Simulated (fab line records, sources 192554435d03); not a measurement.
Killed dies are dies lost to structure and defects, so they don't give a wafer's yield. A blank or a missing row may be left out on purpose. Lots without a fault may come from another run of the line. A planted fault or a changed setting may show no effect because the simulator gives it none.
A struck lot beside a sound one | flow n5_finfet | 15 steps out of a route of 1938
Sound: wafers L335.1, L335.4, L335.6. Struck: wafers L348.3, L348.4, L348.5. The cause comes at the end.
At each step with rows: each side's tool, then ch and its chambers, then its first start. Under that, the readings that differ: sound wafers | struck wafers | difference of the means | sigmas: that difference in standard deviations of wafers without a fault.
alike: readings whose means differ by less than 2 such deviations, and words and numbers that are the same on both sides. not compared: withheld readings, readings that some wafer has no value for, bounds like >300 that may hide the same value, and numbers for which the record gives no deviation and whose values overlap.
The two part at a step that has a row with sigmas, a row that says differs or no value, or rows on one side only. Numbers that don't overlap but have no deviation are shown without sigmas and don't part them. A reading that every wafer of one side lacks parts them only if that side has two wafers or more.

N5_BEOL_M2_ETCH_41: etches SiCN in CH3F/O2, target depth 29.9 nm, time 52.5 s.
  sound on rie_diel-05 ch 0,2,3; struck on rie_diel-01 ch 1,2
  alike: drypump_motor_current_A, oes_product_au, rf_vpp_V, showerhead_plenum_p_Torr, throttle_valve_pct
  not compared: rf_hours_counter_h
N5_BEOL_M2_STRIP_97: strips in N2/H2, time 10 s.
  sound on rie_diel-05 ch 0,2,3; struck on rie_diel-01 ch 1,2
  alike: drypump_motor_current_A, oes_product_au, rf_vpp_V, showerhead_plenum_p_Torr, throttle_valve_pct
  not compared: rf_hours_counter_h
N5_BEOL_M2_OCD_MEAS_38:
  sound on ocd-02, day 8 15:29; struck on ocd-01, day 11 18:25
  alike: trench_depth_nm
then, 4 steps without rows for these wafers: N5_BEOL_M2_HM_STRIP_39 (strips TiN in peroxide tin strip, target depth 25 nm, time 158 s); N5_BEOL_M2_SRD_40 (time 30 s); N5_BEOL_M2_PRECLEAN_42 (cleans in residue remover, time 60 s); N5_BEOL_M2_SRD_43 (time 30 s).
N5_BEOL_M2_CD_MEAS_35: target cd 18 nm, target cd y 22.2 nm.
  sound on cd_sem-03, day 8 15:38; struck on cd_sem-02, day 11 18:34
  alike: cd_nm
then, 1 step without rows for these wafers: N5_BEOL_M2_DEGAS_44 (time 60 s).
N5_BEOL_M2_PRE_CLEAN_45: time 30 s.
  sound on pvd_sputter-02, day 8 15:44; struck on pvd_sputter-01, day 11 19:11
  alike: heater_power_w
N5_BEOL_M2_ALD_84: deposits TaN, pulse time 2 s, purge time 3 s, co reactant purge time 2 s.
  sound on ald_metal-04 ch 1,3, day 8 15:48; struck on ald_metal-04 ch 0,2,3, day 11 19:21
  alike: heater_power_w, mfc_carrier_sccm
N5_BEOL_M2_SURFACE_TREAT_85:
  sound on pvd_sputter-01, day 8 16:02; struck on pvd_sputter-01, day 11 19:40
  not compared: throttle_valve_pct
N5_BEOL_M2_CVD_47: deposits Co from CCTBA/H2, target thk 3 nm, time 223.8 s.
  sound on cvd_co-01 ch 0,1, day 8 16:11; struck on cvd_co-01 ch 1,2, day 11 19:44
  reading          | sound             | struck            | difference | sigmas
  run_length_s (s) | 245.8 245.7 246.7 | 167.8 167.9 167.9 | -78.2      | -99 or more
then, 1 step without rows for these wafers: N5_BEOL_M2_SPUTTER_48 (material Cu, target thk 4.5 nm, time 8.29 s).
N5_BEOL_M4_RC_MEAS_101:
  sound on prober-01 ch 0, day 9 17:49; struck on prober-02 ch 0, day 12 21:16
  alike: DIBL_N, DIBL_P, IOFF_N, IOFF_P, ION_N, ION_P, SS_N, SS_P, VT_N, VT_P

WHERE THEY PART
Only at N5_BEOL_M2_CVD_47, within this record. Later steps at which nothing parts them and some readings are alike: N5_BEOL_M4_RC_MEAS_101.

WHY: what the simulator had put in
Process parameter drift: cvd_co-01, from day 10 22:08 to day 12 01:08, at N5_BEOL_M2_CVD_47. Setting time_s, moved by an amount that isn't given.
